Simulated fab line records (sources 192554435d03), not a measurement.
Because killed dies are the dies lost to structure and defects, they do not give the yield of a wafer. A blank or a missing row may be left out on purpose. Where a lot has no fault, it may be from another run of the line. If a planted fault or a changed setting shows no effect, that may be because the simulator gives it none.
Split-lot experiment ; flow n5Finfet ; 21 wafers read from 7 lots, route of 1938 steps

== ABOUT THE SPLIT ==
At N5_BEOL_M15_SPUTTER_43 (material TaN, target thk 15 nm, time 24.19 s), the setting powerW was moved away from the recipe's 15000 W on 8 of the 21 wafers read, by -11.0% to +15.9%. All remaining wafers had this setting at the recipe value.

Reading taken at the split's own step.

== THE READING ==
TaN_of_BEOL_M15_SPUTTER_43.thkNm (the simulator's own value, which no gauge read), in nm, at N5_BEOL_M15_SPUTTER_43 (material TaN, target thk 15 nm, time 24.19 s). The file gives no usual value for it. Here, 13 wafers ran the recipe; their average is 14.9 nm with a standard deviation of 0.18 nm.

wafer;tool, chamber at the split;powerW as run, W;against the recipe;TaN_of_BEOL_M15_SPUTTER_43.thkNm, nm;against lot-mates on the recipe
L076.1;pvdSputter-01, -;16670;+11.1%;16.8;+1.8
L076.5;pvdSputter-01, -;16670;+11.1%;16.8;+1.8
L076.3;pvdSputter-01, -;15000;recipe;15;-
L077.1;pvdSputter-03, -;15000;recipe;15.2;-
L077.2;pvdSputter-03, -;13350;-11.0%;13.4;-1.9
L077.4;pvdSputter-03, -;15000;recipe;15.4;-
L081.2;pvdSputter-01, -;15000;recipe;14.8;-
L081.3;pvdSputter-01, -;15000;recipe;14.8;-
L081.5;pvdSputter-01, -;15000;recipe;14.8;-
L086.4;pvdSputter-01, -;15000;recipe;14.8;-
L086.6;pvdSputter-01, -;15000;recipe;14.8;-
L086.5;pvdSputter-01, -;15000;recipe;15;-
L092.1;pvdSputter-01, -;15940;+6.3%;15.8;+0.8
L092.3;pvdSputter-01, -;15940;+6.3%;15.8;+0.8
L092.6;pvdSputter-01, -;15000;recipe;15;-
L094.1;pvdSputter-01, -;17390;+15.9%;17.2;+2.4
L094.6;pvdSputter-01, -;17390;+15.9%;17.2;+2.4
L094.5;pvdSputter-01, -;15000;recipe;14.8;-
L096.1;pvdSputter-01, -;15000;recipe;15;-
L096.5;pvdSputter-01, -;15720;+4.8%;15.6;+0.7
L096.6;pvdSputter-01, -;15000;recipe;14.8;-

FIT RESULTS
A straight line over all 21 wafers: TaN_of_BEOL_M15_SPUTTER_43.thkNm changes by +0.147 nm for each +1% of powerW; r = +0.98; the points scatter about the line by 0.17 nm.
The same after taking each lot's own level away (the mean of its wafers on the recipe; 21 wafers): +0.156 nm for each +1%; r = +1.00; scatter 0.094 nm.
The reading moves by 2.5 nm for the largest change in powerW, on that fit.
From 14.80 to 15.30 nm: that is the span of the lots' own levels, equal to 2.7 times the standard deviation above.
Consequently the slope shifts little with the lot-to-lot level, the two slopes agreeing.
Check: +2.48 nm against its lot-mates is what the line predicts for one of the wafers moved furthest among these (+15.9%) when that wafer is left out of the fit. Against them it came out at +2.4 nm.

== OTHER SPLITS APPLIED TO THESE WAFERS ==
These wafers also went through other splits before the reading. Each is held against what the fit with the lots' levels taken away leaves over:
other split on the same wafers;wafers away from the commonest value;r with TaN_of_BEOL_M15_SPUTTER_43.thkNm (lot level and that fit taken away)
N5_BEOL_M14_DEP_53 timeS;6;+0.00
N5_BEOL_M15_TRENCH_ETCH_34 timeS;3;-0.29

== FILE'S OWN FIT ==
TaN_of_BEOL_M15_SPUTTER_43.thkNm changes by +0.156 nm for each +1% of powerW, r = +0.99.
